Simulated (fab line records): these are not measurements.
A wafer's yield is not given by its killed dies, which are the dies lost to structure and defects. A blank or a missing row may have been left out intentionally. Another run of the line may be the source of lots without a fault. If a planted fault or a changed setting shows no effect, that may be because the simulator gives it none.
fab line records | flow nand-harc | part 2 of 2: steps 5 to 6 of 6
record lots=22 wafers=66 last-day=33
route steps=1302 shown A_CHANNEL_HOLE_D1@488 A_CHANNEL_FILL_D1@509 A_CHANNEL_HOLE_D2@589 A_CHANNEL_FILL_D2@613
lots that met no fault: taken from a fault-free run of the same line
start-h: hours from the record's first day to the start of the lot's first wafer shown | wait-h: hours from the lot's prior step to this one | " as in the row above | L1.1+2: a row that stands for several wafers | - no value, or no start given | * or withheld: withheld | < > ~ a bound
route shown NAME@n: a module of which the file shows steps, and the number in the route of the first | usual: mean/standard deviation taken from wafers without a fault | same: alike in all rows | chamber/n: place in a boat | sites: the reading at each site | _std_site: standard deviation across them | _edge_site: outer sites' mean less inner sites' | radius-mm: how far each site lies from the wafer's centre | mask NAME#n: copy n | behind: tool/chamber where the wafer was last shaped | hold: cause of the lot's hold/its duration in hours/its outcome | device: names the non-switching transistor (n, p or np) | end of line: the tests these same wafers got at the end of their route | a step given without rows: its recipe and nothing more | killed: dies that structure and defects cost at the first sort, which is not the same as the wafer's yield | map: the dies of a wafer, with x for killed, . for not killed, _ for no die there
set.NAME: the setting that was run; set.NAME@STEP: the one run at that earlier step | model.NAME: the simulator's own value behind a step, which no gauge read
a sample of lots followed through the steps of the route, with each step as a table and each wafer as a row
services: a tool's chamber out of use, with start hour (start-h, from the record's first day; less than 0 if before it), hours out, and reason
## steps
# step NHARC_A_CHANNEL_HOLE_D2_ETCH_44
# recipe target-depth-a=1400 overetch-a=140 time-s=77 ion-energy-ev=100 cf4-flow-sccm=80 o2-flow-sccm=20 ar-flow-sccm=0 rf-w=300 bias-w=100 chemistry=CF4/O2
# usual bias-w=100.02/0.3 drypump-motor-current-A=5.8/0.41 oes-product-au=0.997/0.0068 rf-vpp-V=197.0/0.89 showerhead-plenum-p-Torr=1.30/0.034 throttle-valve-pct=13.398/0.01
# columns lot.wafer tool chamber start-h wait-h bias-w drypump-motor-current-A oes-product-au rf-hours-counter-h rf-vpp-V showerhead-plenum-p-Torr throttle-valve-pct
L074.1 rie-diel-04 0 295.38 0.1 99.91 5.9 1.003 6 197.4 1.27 13.412
L074.4 " 3 " " 99.77 5.5 1.000 7 197.4 1.28 13.397
L074.6 " 0 " " 99.95 6.0 0.996 - 196.0 1.27 13.394
L075.3 rie-diel-04 3 302.47 0.1 100.52 5.5 0.992 7 195.5 1.28 13.418
L075.5 " 3 " " 100.11 5.5 1.000 - 197.2 1.28 13.404
L075.4 " 0 " " 100.25 5.9 0.981 - 196.7 1.27 13.403
L076.3 rie-diel-03 0 318.24 0.1 100.11 6.0 0.998 2 197.6 1.32 13.415
L076.5 " 1 " " 100.26 6.7 0.991 - 197.4 1.34 13.414
L076.6 " 2 " " 99.96 5.7 0.993 - 196.1 1.26 13.380
L078.4 rie-diel-04 2 340.45 0.1 99.55 5.8 0.997 8 195.4 1.29 13.408
L078.3 " 3 " " 99.90 5.4 1.009 9 196.5 1.28 13.414
L078.6 " 1 " " 99.98 5.7 1.008 - 196.7 1.29 13.407
L077.4 rie-diel-03 0 341.11 0.1 100.50 6.0 0.991 3 198.2 1.32 13.377
L077.3 " 2 " " 99.97 5.7 0.993 3 197.1 1.26 13.403
L077.2 " 3 " " 100.00 6.0 0.988 3 196.4 1.25 13.391
L079.3 rie-diel-03 2 344.59 0.0 100.13 5.6 1.004 3 197.1 1.26 13.419
L079.4 " 1 " " 99.95 6.7 0.980 3 197.8 1.33 13.412
L079.5 " 3 " " 100.32 6.0 0.989 - 195.9 1.25 13.392
L080.1 rie-diel-04 3 352.60 0.1 100.02 5.5 1.004 10 195.8 1.28 13.397
L080.6 " 1 " " 99.81 5.7 1.004 - 196.5 1.29 13.385
L080.5 " 2 " " 100.29 5.7 0.993 - 196.3 1.29 13.406
L081.2 rie-diel-04 2 364.98 0.1 99.55 5.8 1.005 0 196.7 1.29 13.412
L081.4 " 3 " " 99.60 5.5 1.002 0 196.0 1.28 13.403
L081.5 " 1 " " 100.31 5.7 0.994 - 197.3 1.30 13.391
L083.4 rie-diel-04 2 381.06 0.1 100.23 5.8 0.994 1 198.0 1.29 13.405
L083.1 " 0 " " 99.91 5.9 1.001 1 196.3 1.27 13.392
L083.5 " 3 " " 99.88 5.5 0.996 - 196.1 1.28 13.397
L082.4 rie-diel-04 0 385.23 0.1 100.09 6.0 0.990 1 197.2 1.27 13.385
L082.3 " 2 " " 99.64 5.7 0.995 1 195.7 1.29 13.399
L082.6 " 1 " " 100.58 5.8 0.988 - 198.1 1.30 13.404
L084.3 rie-diel-04 1 394.02 0.1 99.34 5.7 1.002 1 196.9 1.29 13.373
L084.2 " 2 " " 99.96 5.7 0.995 2 196.7 1.29 13.395
L084.5 " 1 " " 99.86 5.8 1.000 - 196.8 1.29 13.407
L085.3 rie-diel-03 3 407.27 0.1 99.99 6.0 0.993 5 196.2 1.25 13.401
L085.1 " 0 " " 99.68 6.0 1.000 5 197.5 1.32 13.399
L085.4 " 1 " " 100.12 6.7 1.004 5 198.2 1.33 13.393
L086.1 rie-diel-03 1 414.86 0.0 99.92 6.7 1.000 7 198.5 1.33 13.388
L086.3 " 2 " " 100.04 5.6 0.994 7 197.1 1.26 13.398
L086.4 " 0 " " 99.69 6.0 0.997 7 198.3 1.32 13.409
L089.2 rie-diel-04 3 437.99 0.1 100.64 5.5 0.996 5 196.9 1.28 13.386
L089.3 " 0 " " 99.88 5.9 0.995 5 195.6 1.27 13.392
L089.6 " 3 " " 99.83 5.5 0.985 - 196.5 1.28 13.408
L087.2 rie-diel-12 0 441.02 0.0 100.28 4.8 1.001 10 197.1 1.32 13.398
L087.4 " 2 " " 99.67 6.5 0.996 12 199.6 1.41 13.411
L087.1 " 3 " " 99.59 5.9 0.992 10 196.0 1.33 13.403
L090.1 rie-diel-04 3 459.96 0.0 99.89 5.4 1.001 6 197.3 1.28 13.411
L090.3 " 2 " " 99.91 5.8 0.999 6 197.6 1.29 13.371
L090.5 " 3 " " 100.38 5.4 0.990 - 197.0 1.28 13.387
L091.3 rie-diel-04 2 470.54 0.1 100.52 5.8 0.996 7 196.5 1.29 13.393
L091.1 " 1 " " 99.82 5.7 0.991 7 197.6 1.29 13.414
L091.6 " 2 " " 100.11 5.8 0.997 - 197.5 1.29 13.386
L092.1 rie-diel-12 0 480.69 0.1 99.68 4.8 0.996 2 195.5 1.32 13.405
L092.3 " 1 " " 99.77 6.2 0.999 2 198.9 1.36 13.394
L092.2 " 3 " " 99.84 5.9 0.999 2 197.5 1.33 13.401
L093.1 rie-diel-03 2 487.79 0.1 100.28 5.7 1.000 3 195.8 1.26 13.408
L093.4 " 3 " " 100.21 6.0 1.004 2 197.7 1.25 13.405
L093.5 " 2 " " 100.37 5.6 0.991 - 196.1 1.26 13.393
L094.4 rie-diel-04 2 502.77 0.1 100.02 5.7 1.010 7 197.0 1.29 13.388
L094.1 " 1 " " 100.20 5.8 0.995 7 196.7 1.29 13.397
L094.6 " 3 " " 100.20 5.5 0.994 - 197.3 1.28 13.379
L095.1 rie-diel-03 2 514.23 0.0 99.68 5.6 1.001 5 196.4 1.26 13.392
L095.3 " 1 " " 100.04 6.7 0.989 5 198.1 1.33 13.398
L095.5 " 2 " " 100.24 5.7 0.988 - 196.0 1.26 13.404
L097.1 rie-diel-04 3 541.52 0.1 99.45 5.5 1.004 0 195.9 1.28 13.407
L097.4 " 0 " " 99.60 5.9 0.999 0 196.0 1.27 13.408
L097.5 " 2 " " 100.27 5.7 1.006 - 198.5 1.29 13.375
# step NHARC_A_CHANNEL_FILL_D2_ALD_03
# recipe target-thk-a=60 pulse-time-s=60 ald-cycles=58 temp-c=630 pressure-torr=2 material=SiNx
# usual precursor-pulse-height-rel=0.999/0.02
# columns lot.wafer tool chamber start-h wait-h precursor-pulse-height-rel
L074.1 ald-sin-batch-03 0 - - 1.003
L074.4 " 0 " " 0.975
L074.6 " 0 " " 1.004
L075.3 ald-sin-batch-03 0 - - 0.955
L075.4 " 0 " " 1.025
L075.5 " 0 " " 1.036
L076.3 ald-sin-batch-03 0 - - 0.969
L076.5 " 0 " " 1.014
L076.6 " 0 " " 1.024
L077.2 ald-sin-batch-02 0 - - 0.975
L077.3 " 0 " " 1.001
L077.4 " 0 " " 1.005
L078.3 ald-sin-batch-02 0 - - 1.008
L078.4 " 0 " " 0.998
L078.6 " 0 " " 1.008
L079.3 ald-sin-batch-01 0 - - 0.979
L079.4 " 0 " " 1.015
L079.5 " 0 " " 1.001
L080.1 ald-sin-batch-03 0 - - 1.025
L080.5 " 0 " " 1.009
L080.6 " 0 " " 0.972
L081.2 ald-sin-batch-03 0 - - 1.023
L081.4 " 0 " " 0.995
L081.5 " 0 " " 0.975
L083.1 ald-sin-batch-01 0 - - 1.026
L083.4 " 0 " " 1.003
L083.5 " 0 " " 0.985
L082.3 ald-sin-batch-02 0 - - 1.003
L082.4 " 0 " " 1.025
L082.6 " 0 " " 0.990
L084.2 ald-sin-batch-02 0 - - 0.984
L084.3 " 0 " " 0.995
L084.5 " 0 " " 0.989
L085.1 ald-sin-batch-02 0 - - 1.014
L085.3 " 0 " " 0.983
L085.4 " 0 " " 1.023
L086.1 ald-sin-batch-02 0 - - 0.992
L086.3 " 0 " " 0.984
L086.4 " 0 " " 0.993
L087.1 ald-sin-batch-01 0 - - 0.951
L087.2 " 0 " " 1.037
L087.4 " 0 " " 0.981
L089.2 ald-sin-batch-01 0 - - 0.979
L089.3 " 0 " " 1.009
L089.6 " 0 " " 0.987
L090.1 ald-sin-batch-01 0 - - 1.013
L090.3 " 0 " " 0.992
L090.5 " 0 " " 1.038
L091.1 ald-sin-batch-01 0 - - 1.001
L091.3 " 0 " " 0.992
L091.6 " 0 " " 1.056
L092.1 ald-sin-batch-02 0 - - 0.986
L092.2 " 0 " " 0.995
L092.3 " 0 " " 1.020
L093.1 ald-sin-batch-01 0 - - 0.975
L093.4 " 0 " " 1.035
L093.5 " 0 " " 1.019
L094.1 ald-sin-batch-03 0 - - 0.980
L094.4 " 0 " " 0.982
L094.6 " 0 " " 0.971
L095.1 ald-sin-batch-03 0 - - 1.015
L095.3 " 0 " " 0.964
L095.5 " 0 " " 0.990
L097.1 ald-sin-batch-02 0 - - 1.000
L097.4 " 0 " " 1.003
L097.5 " 0 " " 1.010
## services
# columns tool chamber start-h hours kind
rie-diel-04 - 177.90 9.0 pm
rie-diel-08 - 190.83 9.0 pm
rie-diel-08 3 234.92 3.8 repair
rie-diel-08 0 270.70 6.7 repair
xsem-02 - 277.16 3.7 repair
rie-diel-03 - 281.30 9.0 pm
rie-diel-04 2 301.21 8.1 repair
rie-diel-03 1 321.44 3.8 repair
rie-diel-08 3 354.14 41.6 repair
rie-diel-04 - 354.90 9.0 pm
har-etch-01 - 357.29 2.0 repair
rie-diel-08 - 367.83 9.0 pm
rie-diel-04 0 369.04 4.1 repair
xsem-01 - 374.00 14.0 pm
har-etch-02 - 377.75 17.0 pm
rie-diel-08 0 385.93 2.2 repair
rie-diel-04 3 402.90 2.8 repair
rie-diel-03 - 458.30 9.0 pm
rie-diel-08 0 524.87 1.2 repair
rie-diel-08 3 525.83 2.9 repair
rie-diel-04 1 530.65 3.1 repair
rie-diel-04 - 531.90 9.0 pm
rie-diel-08 - 537.63 0.2 repair
rie-diel-08 1 541.53 6.8 repair
